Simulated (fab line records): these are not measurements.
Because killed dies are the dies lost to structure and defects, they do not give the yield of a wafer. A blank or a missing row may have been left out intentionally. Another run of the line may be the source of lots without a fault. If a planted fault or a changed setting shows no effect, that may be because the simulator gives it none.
Matching of chambers | flow n5_finfet | 4 sister chambers for N5_BEOL_M0_STRIP_140 on rie_diel-06
The step strips in CF4. 4 wafers are shown with their chamber, then 7 later ones without.

## EACH WAFER AND ITS CHAMBER
wafer  | chamber | showerhead_plenum_p_Torr (Torr)
L083.2 | 0       | 1.73
L083.6 | 1       | 1.70
L092.2 | 3       | 1.78
L092.3 | 2       | 1.81

## WAFERS WHOSE CHAMBER IS MISSING
wafer  | showerhead_plenum_p_Torr (Torr)
L092.4 | 1.90
L096.1 | 1.78
L096.4 | 1.90
L096.6 | 1.78
L097.4 | 1.90
L097.5 | 1.78
L097.6 | 1.72

## CHAMBER TAKEN BY EACH
wafer  | from the rows above               | in truth
L092.4 | can't be placed: 2 or 3 or 0 or 1 | 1
L096.1 | can't be placed: 3 or 2 or 0 or 1 | 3
L096.4 | can't be placed: 2 or 3 or 0 or 1 | 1
L096.6 | can't be placed: 3 or 2 or 0 or 1 | 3
L097.4 | can't be placed: 2 or 3 or 0 or 1 | 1
L097.5 | can't be placed: 3 or 2 or 0 or 1 | 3
L097.6 | can't be placed: 0 or 1 or 3 or 2 | 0
Placed correctly: 0 of 7. From these rows, 7 cannot be placed; in 7 the true chamber is one of the candidates. Wrongly placed: 0.
How it was worked out, from the rows above alone: a wafer's distance from a chamber is the root of the sum, over the readings, of the square of ((its reading less the chamber's mean) divided by the reading's scatter). The wafer belongs to the nearest chamber; if the next one is less than 2 further off, it can't be placed. Each chamber's mean is taken over the wafers shown for it. The scatter (one wafer shown for each chamber): square how far every hidden wafer sits from the nearest shown wafer, average those squares and take the square root.
